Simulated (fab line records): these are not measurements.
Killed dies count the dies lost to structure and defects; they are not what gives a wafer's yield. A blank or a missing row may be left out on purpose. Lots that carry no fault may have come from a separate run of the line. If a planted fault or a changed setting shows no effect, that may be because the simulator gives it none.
Which of the tools did it? | flow nand_harc | 6 lots with 18 wafers sampled at 3 steps, on a route of 1302 steps

== WHAT THE GAUGES READ, wafer by wafer ==
NHARC_A_ONON_D1_THK_MEAS_18: measures by ellipsometry.
lot  | measured     | on            | thk_nm (nm)
L506 | day 8 16:20  | film_metro-02 | 1011 1011 1011
L508 | day 9 12:41  | film_metro-01 | 1000 1000 996
L512 | day 11 13:40 | film_metro-01 | 1003 1004 1002
L515 | day 12 13:46 | film_metro-02 | 891 985 983
L523 | day 15 19:13 | film_metro-02 | 999 1001 1000
L526 | day 17 09:30 | film_metro-01 | 1005 1003 1004

== WHAT TOOL EACH LOT RAN ON (gives the tool, then ch and the chambers of the sampled wafers, and finally the start) ==
lot  | NHARC_A_ZERO_WELL_ETCH_13        | NHARC_A_ONON_D1_DEP_16
L506 | rie_si-05 ch 2,3, day 7 08:19    | pecvd_onon-04 ch 0, day 8 15:53
L508 | rie_si-05 ch 1,2,3, day 8 02:47  | pecvd_onon-04 ch 0, day 9 12:14
L512 | rie_si-01 ch 1,2,3, day 10 05:54 | pecvd_onon-03 ch 0, day 11 13:09
L515 | rie_si-04 ch 0,2,3, day 11 05:03 | pecvd_onon-04 ch 0, day 12 13:14
L523 | rie_si-04 ch 0,1,3, day 14 09:23 | pecvd_onon-04 ch 0, day 15 18:46
L526 | rie_si-04 ch 0,1,2, day 15 23:45 | pecvd_onon-04 ch 0, day 17 08:59
- NHARC_A_ZERO_WELL_ETCH_13: etches the open film in HBr/Cl2, target depth 120 nm, time 40.1 s.
- NHARC_A_ONON_D1_DEP_16: target thk 1000 nm.

== THE ANSWER, worked out from the rows above alone ==
Rule: usual is defined by the lots themselves. The widest of any qualifying gaps counts: lots, ordered by their means at a reading, are off when they make up no more than a third of the lots, leave a main group of 4 or more, and stand apart from it by 3 or more times the standard deviation of that group's means. A main group whose means are all the same, to the digits that the tables above print for the reading, isn't used. A lot without any number at a reading at which 4 lots or more have one is off too. All remaining lots with rows at the step are treated as sound.
Off at NHARC_A_ONON_D1_THK_MEAS_18 (thk_nm): L515. The main group: mean 1003 nm, standard deviation 4.3.
If a tool, at a process step before that reading, ran all the lots that are off and no sound lot after the first of them, it fits. Gauges at NHARC_A_ONON_D1_THK_MEAS_18: tried the same way as those tools. None of those tried fits.

== WHAT THE SIMULATOR HAD PUT IN ==
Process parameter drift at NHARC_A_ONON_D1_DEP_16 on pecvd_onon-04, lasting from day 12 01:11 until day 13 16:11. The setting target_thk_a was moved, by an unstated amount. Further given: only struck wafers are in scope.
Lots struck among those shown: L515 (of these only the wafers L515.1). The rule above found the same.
